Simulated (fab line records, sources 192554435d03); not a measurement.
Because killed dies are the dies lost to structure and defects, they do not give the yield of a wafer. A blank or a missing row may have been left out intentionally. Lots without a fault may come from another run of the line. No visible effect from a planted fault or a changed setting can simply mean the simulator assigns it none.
Matching of chambers :: flow n5 finfet :: N5_STI_FIN_REVEAL_ETCH_34 on rie si-06: 4 sister chambers
The step etches Si in H2, material Si, target depth 0.97 nm. 4 wafers are shown with their chamber, then 10 later ones without.

== WAFERS WITH THEIR CHAMBER ==
wafer: L086.1
chamber: 1
drypump motor current A (A): 5.8

wafer: L086.4
chamber: 0
drypump motor current A (A): 5.8

wafer: L090.2
chamber: 3
drypump motor current A (A): 5.0

wafer: L090.5
chamber: 2
drypump motor current A (A): 6.1

== WAFERS WITHOUT THEIR CHAMBER ==
wafer: L090.6
drypump motor current A (A): 5.0

wafer: L091.2
drypump motor current A (A): 5.8

wafer: L091.5
drypump motor current A (A): 6.1

wafer: L091.6
drypump motor current A (A): 5.8

wafer: L095.1
drypump motor current A (A): 6.1

wafer: L095.4
drypump motor current A (A): 5.7

wafer: L095.6
drypump motor current A (A): 5.0

wafer: L096.2
drypump motor current A (A): 5.8

wafer: L096.3
drypump motor current A (A): 6.1

wafer: L096.4
drypump motor current A (A): 5.7

== THE CHAMBER EACH PASSED THROUGH ==
wafer: L090.6
from the rows above: 3
in truth: 3

wafer: L091.2
from the rows above: can't be placed: 0 or 1
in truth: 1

wafer: L091.5
from the rows above: 2
in truth: 2

wafer: L091.6
from the rows above: can't be placed: 0 or 1
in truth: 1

wafer: L095.1
from the rows above: 2
in truth: 2

wafer: L095.4
from the rows above: can't be placed: 0 or 1
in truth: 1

wafer: L095.6
from the rows above: 3
in truth: 3

wafer: L096.2
from the rows above: can't be placed: 0 or 1
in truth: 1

wafer: L096.3
from the rows above: 2
in truth: 2

wafer: L096.4
from the rows above: can't be placed: 0 or 1
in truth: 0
Placed correctly: 5 of 10. Not placeable from these rows: 5 (in 5, the candidates include the true chamber). 0 placed wrongly.
How it was worked out, from the rows above alone: a wafer's distance from a chamber is the root of the sum, over the readings, of the square of ((its reading less the chamber's mean) divided by the reading's scatter). If the next closest chamber is less than 2 further off than the closest, the wafer can't be placed; otherwise it belongs to the closest. Each chamber's mean is taken over the wafers shown for it. The scatter: with one shown wafer a chamber, the root of the mean of the squares of how far each hidden wafer lies from its nearest shown one.
